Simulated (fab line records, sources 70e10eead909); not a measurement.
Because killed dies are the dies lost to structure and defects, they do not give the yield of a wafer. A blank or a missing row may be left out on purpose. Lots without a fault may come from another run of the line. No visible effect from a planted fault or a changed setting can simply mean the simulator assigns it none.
Chamber matching || flow nand harc || rie diel-02 running NHARC_P_M0_DESCUM_14: 4 sister chambers
The step chemistry O2, time 3 s. 8 wafers are shown with their chamber, then 8 later ones without.

WAFERS WITH THEIR CHAMBER
{"wafer": "L263.5", "chamber": 0, "drypump motor current A (A)": 5.7, "showerhead plenum p Torr (Torr)": 1.79}
{"wafer": "L266.2", "chamber": 1, "drypump motor current A (A)": 6.2, "showerhead plenum p Torr (Torr)": 1.86}
{"wafer": "L273.3", "chamber": 0, "drypump motor current A (A)": 5.7, "showerhead plenum p Torr (Torr)": 1.78}
{"wafer": "L273.6", "chamber": 3, "drypump motor current A (A)": 5.8, "showerhead plenum p Torr (Torr)": 1.87}
{"wafer": "L274.1", "chamber": 3, "drypump motor current A (A)": 5.9, "showerhead plenum p Torr (Torr)": 1.87}
{"wafer": "L274.2", "chamber": 1, "drypump motor current A (A)": 6.2, "showerhead plenum p Torr (Torr)": 1.86}
{"wafer": "L274.3", "chamber": 2, "drypump motor current A (A)": 5.4, "showerhead plenum p Torr (Torr)": 1.84}
{"wafer": "L276.3", "chamber": 2, "drypump motor current A (A)": 5.4, "showerhead plenum p Torr (Torr)": 1.84}

WAFERS MISSING THEIR CHAMBER
{"wafer": "L276.4", "drypump motor current A (A)": 5.7, "showerhead plenum p Torr (Torr)": 1.78}
{"wafer": "L276.6", "drypump motor current A (A)": 6.2, "showerhead plenum p Torr (Torr)": 1.86}
{"wafer": "L278.1", "drypump motor current A (A)": 5.7, "showerhead plenum p Torr (Torr)": 1.78}
{"wafer": "L278.5", "drypump motor current A (A)": 6.2, "showerhead plenum p Torr (Torr)": 1.86}
{"wafer": "L278.6", "drypump motor current A (A)": 5.4, "showerhead plenum p Torr (Torr)": 1.84}
{"wafer": "L281.4", "drypump motor current A (A)": 5.4, "showerhead plenum p Torr (Torr)": 1.84}
{"wafer": "L281.5", "drypump motor current A (A)": 5.4, "showerhead plenum p Torr (Torr)": 1.84}
{"wafer": "L281.6", "drypump motor current A (A)": 6.2, "showerhead plenum p Torr (Torr)": 1.86}

EACH ONE'S CHAMBER
{"wafer": "L276.4", "from the rows above": 0, "in truth": 0}
{"wafer": "L276.6", "from the rows above": 1, "in truth": 1}
{"wafer": "L278.1", "from the rows above": 0, "in truth": 0}
{"wafer": "L278.5", "from the rows above": 1, "in truth": 1}
{"wafer": "L278.6", "from the rows above": 2, "in truth": 2}
{"wafer": "L281.4", "from the rows above": 2, "in truth": 2}
{"wafer": "L281.5", "from the rows above": 2, "in truth": 2}
{"wafer": "L281.6", "from the rows above": 1, "in truth": 1}
Correct placement for 8 of the 8. Number that these rows cannot place: 0. Number placed wrongly: 0.
How it was worked out, from the rows above alone: a wafer's distance from a chamber is the root of the sum, over the readings, of the square of ((its reading less the chamber's mean) divided by the reading's scatter). The wafer belongs to the nearest chamber; if the next one is less than 2 further off, it can't be placed. The mean given for a chamber averages the wafers shown for that chamber. How the scatter is found: for the shown wafers, subtract from each reading the mean of its chamber, square and add these, divide the total by (wafers less chambers), then take the root.
